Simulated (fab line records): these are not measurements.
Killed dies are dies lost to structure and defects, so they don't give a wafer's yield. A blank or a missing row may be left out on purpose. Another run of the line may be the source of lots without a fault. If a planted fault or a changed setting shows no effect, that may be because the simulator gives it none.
Matching of chambers -- flow n5 finfet -- rie diel-01 running N5_BEOL_M5_STRIP_64: 4 sister chambers
The step strips in CF4. 4 wafers are shown with their chamber, then 9 later ones without.

## EACH WAFER AND ITS CHAMBER
wafer,chamber,drypump motor current A (A)
L084.4,2,5.5
L088.2,1,5.2
L088.3,0,5.0
L088.5,3,4.7

## WAFERS MISSING THEIR CHAMBER
wafer,drypump motor current A (A)
L095.2,5.1
L095.5,5.6
L095.6,4.7
L094.3,4.7
L094.4,5.5
L094.5,5.0
L096.1,5.0
L096.4,4.7
L096.5,4.7

## CHAMBER TAKEN BY EACH
wafer,from the rows above,in truth
L095.2,can't be placed: 0 or 1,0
L095.5,2,2
L095.6,3,3
L094.3,3,3
L094.4,2,2
L094.5,0,0
L096.1,0,0
L096.4,3,3
L096.5,3,3
Correct placement for 8 of the 9. These rows do not allow placing 1 (true chamber among the candidates in 1). 0 placed wrongly.
How it was worked out, from the rows above alone: a wafer's distance from a chamber is the root of the sum, over the readings, of the square of ((its reading less the chamber's mean) divided by the reading's scatter). The wafer belongs to the nearest chamber; if the next one is less than 2 further off, it can't be placed. A chamber's mean is the mean of its shown wafers. The scatter (one wafer shown for each chamber): square how far every hidden wafer sits from the nearest shown wafer, average those squares and take the square root.
